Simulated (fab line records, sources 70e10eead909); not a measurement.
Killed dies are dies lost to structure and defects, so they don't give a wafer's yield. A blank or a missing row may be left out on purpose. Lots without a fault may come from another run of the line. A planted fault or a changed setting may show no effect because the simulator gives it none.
A struck lot beside a sound one | flow nand_harc | 28 steps out of a route of 1159
Sound: wafers L448.1, L448.2, L448.6. Struck: wafer L462.1. (L462.2, L462.4 of the same lot were not struck and are left out.) The cause comes at the end.
At each step with rows: each side's tool, then ch and its chambers, then its first start. Under that, the readings that differ: sound wafers | struck wafers | difference of the means | sigmas: that difference in standard deviations of wafers without a fault.
alike: readings whose means differ by less than 2 such deviations, and words and numbers that are the same on both sides. not compared: withheld readings, readings that some wafer has no value for, bounds like >300 that may hide the same value, and numbers for which the record gives no deviation and whose values overlap.
The two part at a step that has a row with sigmas, a row that says differs or no value, or rows on one side only. Numbers that don't overlap but have no deviation are shown without sigmas and don't part them. A reading that every wafer of one side lacks parts them only if that side has two wafers or more.

NHARC_A_CONTACT_ETCH_122: etches the open film in C4F8/O2/Ar, time 95 s, target depth 930 nm.
  sound on har_cap_etch-03 ch 0,1, day 16 10:01; struck on har_cap_etch-02 ch 1, day 19 04:37
  not compared: rf_hours_counter_h
NHARC_A_CONTACT_ETCH_123: etches the open film in C4F8/O2/Ar, time 253 s, target depth 1090 nm.
  sound on har_cap_etch-03 ch 0,1, day 16 10:07; struck on har_cap_etch-02 ch 1, day 19 04:42
  not compared: rf_hours_counter_h
then, 1 step without rows for these wafers: NHARC_A_CONTACT_ETCH_90 (etches the open film in CH3F/O2, target depth 40 nm, time 85.7 s).
NHARC_A_CONTACT_ETCH_96: etches the open film in C4F6/O2, target depth 20 nm, time 10 s.
  sound on rie_diel-08 ch 0,3; struck on rie_diel-08 ch 1
  reading               | sound             | struck | difference | sigmas
  oes_product_au (a.u.) | 1.014 1.013 1.012 | 0.934  | -0.079     | -3
  alike: c4f6_flow_sccm, drypump_motor_current_A, rf_vpp_V, showerhead_plenum_p_Torr, throttle_valve_pct
  not compared: rf_hours_counter_h
NHARC_A_CONTACT_CD_MEAS_53:
  sound on cd_sem-01, day 16 10:56; struck on cd_sem-02, day 19 05:31
  alike: cd_nm
then, 4 steps without rows for these wafers: NHARC_A_CONTACT_STRIP_99 (strips in N2/H2); NHARC_A_CONTACT_STRIP_100 (strips in CF4/CHF3); NHARC_A_CONTACT_STRIP_101 (strips in O2/COS); NHARC_A_CONTACT_ETCH_102 (etches the open film in CF4/O2, target depth 70 nm, overetch 7 nm, time 38.5 s).
NHARC_A_CONTACT_STRIP_55: strips in O2.
  sound on rie_diel-06 ch 2,3; struck on rie_diel-06 ch 1
  alike: drypump_motor_current_A, oes_product_au, rf_vpp_V, showerhead_plenum_p_Torr, throttle_valve_pct
  not compared: rf_hours_counter_h
then, 2 steps without rows for these wafers: NHARC_A_CONTACT_STRIP_56 (strips in post etch residue remover, time 600 s); NHARC_A_CONTACT_DEP_57 (deposits aC, target thk 2800 nm).
NHARC_A_CONTACT_DEP_58: deposits SiON, target thk 60 nm.
  sound on pecvd-03 ch 0,1, day 16 15:17; struck on pecvd-03 ch 1, day 19 08:35
  alike: heater_power_w
then, 10 steps without rows for these wafers: NHARC_A_CONTACT_DEHYDRATE_59 (time 120 s); NHARC_A_CONTACT_HMDS_60 (time 30 s); NHARC_A_CONTACT_COAT_61 (time 75 s); NHARC_A_CONTACT_COAT_62 (time 65 s); NHARC_A_CONTACT_COAT_63 (resist thk 90 nm); NHARC_A_CONTACT_SOFTBAKE_64 (time 55 s); NHARC_A_CONTACT_EBR_65; NHARC_A_CONTACT_EXPOSE_66 (exposes mask A CC 2); NHARC_A_CONTACT_PEB_67 (peb time 65 s); NHARC_A_CONTACT_DEVELOP_68 (develop time 35 s).
NHARC_A_CONTACT_CD_MEAS_69: target cd 200 nm.
  sound on cd_sem-03 ch 0, day 16 15:53; struck on cd_sem-03 ch 0, day 19 09:19
  alike: cd_nm
NHARC_A_CONTACT_OVL_MEAS_70:
  sound on overlay-02, day 16 15:58; struck on overlay-01, day 19 09:24
  alike: overlay_x_nm, overlay_y_nm
NHARC_A_CONTACT_INSPECT_71:
  sound on defect_inspect-02, day 16 16:00; struck on defect_inspect-01, day 19 09:37
  reading          | sound    | struck | difference | sigmas
  raw_defect_count | 36 28 28 | 1284   | +1253      | +90
  not compared: hold
NHARC_A_CONTACT_DESCUM_74: chemistry O2, time 3 s.
  sound on rie_diel-08 ch 1,2, day 16 16:04; struck on rie_diel-06 ch 2, day 19 11:51
  reading | sound | struck                   | difference                   | sigmas
  hold    | - - - | await_dispo/2.2h/release | no value on the sound wafers |
  alike: drypump_motor_current_A, oes_product_au, rf_vpp_V, showerhead_plenum_p_Torr, throttle_valve_pct
  not compared: rf_hours_counter_h
-- the record jumps here: 4 days lie between the struck wafers' starts before and after (it left off in module A_CONTACT and takes up again in module END, whose first step shown is number 1159 of the route) --
NHARC_END_SORT_01:
  the record has rows for the struck wafers here (prober-02 ch 0, day 23 00:43) and none for the sound ones

WHERE THEY PART
First at NHARC_A_CONTACT_ETCH_96; last, within this record, at NHARC_END_SORT_01.

WHY: what the simulator had put in
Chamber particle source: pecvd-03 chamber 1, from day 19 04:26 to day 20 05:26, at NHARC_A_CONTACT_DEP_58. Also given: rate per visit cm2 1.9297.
